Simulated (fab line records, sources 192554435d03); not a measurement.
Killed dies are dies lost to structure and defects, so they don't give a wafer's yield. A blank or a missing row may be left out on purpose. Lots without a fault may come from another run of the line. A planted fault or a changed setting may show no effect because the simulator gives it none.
One fault seen from 2 desks | flow n5_finfet | each desk has only its own numbers; what lay behind them comes last

THE TOOL OWNER'S DESK: rie_diel-01
The tool's own readings at N5_MOL_CONTACT_COAG_ETCH_59 (etches underlayer in N2/H2, target depth 13 nm, time 10.4 s): means of the sampled wafers that have a number, for each lot that ran on this tool. A lot is out of limits, marked OUT, if its mean lies more than 4 standard deviations from the usual mean; the brackets give that distance.
Columns: A = drypump_motor_current_A at N5_MOL_CONTACT_COAG_ETCH_59, usual 5.7 A; B = etch_rf_on_time_s at N5_MOL_CONTACT_COAG_ETCH_59, usual 10.3 s; C = oes_product_au at N5_MOL_CONTACT_COAG_ETCH_59, usual 0.68 a.u.; D = rf_vpp_V at N5_MOL_CONTACT_COAG_ETCH_59, usual 524.4 V; E = showerhead_plenum_p_Torr at N5_MOL_CONTACT_COAG_ETCH_59, usual 2.56 Torr; F = throttle_valve_pct at N5_MOL_CONTACT_COAG_ETCH_59, usual 17.79 %
lot  | first seen here | A   | B    | C    | D     | E    | F
L796 | day 6 10:15     | 5.7 | 10.6 | 0.65 | 524.4 | 2.55 | 18.19
L797 | day 6 10:52     | 5.4 | 9.5  | 0.80 | 524.9 | 2.60 | 17.92
L802 | day 7 15:44     | 5.5 | 8.9  | 0.74 | 523.9 | 2.56 | 18.22
L811 | day 9 20:14     | 5.4 | 10.3 | 0.68 | 525.5 | 2.61 | 18.11
This desk's finding: nothing out of limits on any of the 4 lots.

THE METROLOGY DESK
What the gauges read, lot by lot, whatever tool the lot ran on: means of the sampled wafers that have a number. A lot is out of limits, marked OUT, if its mean lies more than 4 standard deviations from the usual mean; the brackets give that distance. Of its 12 readings 7 are shown: those that lie furthest out on some lot.
Columns: A = CA_OVL at N5_MOL_CONTACT_COAG_OVL_MEAS_09, usual 0.5 nm; B = DIBL_N at N5_BEOL_M4_RC_MEAS_101, usual 36.0 mV/V; C = DIBL_P at N5_BEOL_M4_RC_MEAS_101, usual 35.9 mV/V; D = IOFF_N at N5_BEOL_M4_RC_MEAS_101, usual 0.16 nA/um; E = ION_P at N5_BEOL_M4_RC_MEAS_101, usual 463 uA/um; F = VT_N at N5_BEOL_M4_RC_MEAS_101, usual 250 mV; G = VT_P at N5_BEOL_M4_RC_MEAS_101, usual -251 mV
lot  | first seen here | A    | B    | C    | D    | E   | F   | G
L791 | day 4 21:05     | -0.4 | 36.3 | 36.1 | 0.16 | 458 | 251 | -254
L796 | day 6 09:02     | 0.2  | 40.7 | 39.7 | 0.22 | 469 | 247 | -249
L797 | day 6 09:40     | 0.1  | 35.2 | 34.6 | 0.14 | 467 | 251 | -249
L802 | day 7 14:28     | 1.5  | 35.2 | 36.0 | 0.15 | 461 | 248 | -251
L803 | day 7 20:55     | 1.6  | 35.1 | 33.7 | 0.14 | 460 | 250 | -251
L806 | day 8 13:07     | 0.5  | 35.7 | 37.0 | 0.17 | 475 | 247 | -248
L807 | day 8 19:32     | 0.4  | 37.0 | 37.8 | 0.18 | 466 | 246 | -250
L811 | day 9 19:02     | 0.6  | 34.2 | 33.8 | 0.14 | 464 | 252 | -248
L812 | day 10 02:56    | 0.3  | 36.0 | 38.0 | 0.19 | 465 | 245 | -251
L813 | day 10 10:13    | 0.7  | 35.8 | 37.2 | 0.18 | 477 | 245 | -246
This desk's finding: nothing out of limits on any of the 10 lots.

PUT TOGETHER
The tool owner's desk saw nothing out of limits.
The metrology desk saw nothing out of limits.

WHAT THE SIMULATOR HAD PUT IN
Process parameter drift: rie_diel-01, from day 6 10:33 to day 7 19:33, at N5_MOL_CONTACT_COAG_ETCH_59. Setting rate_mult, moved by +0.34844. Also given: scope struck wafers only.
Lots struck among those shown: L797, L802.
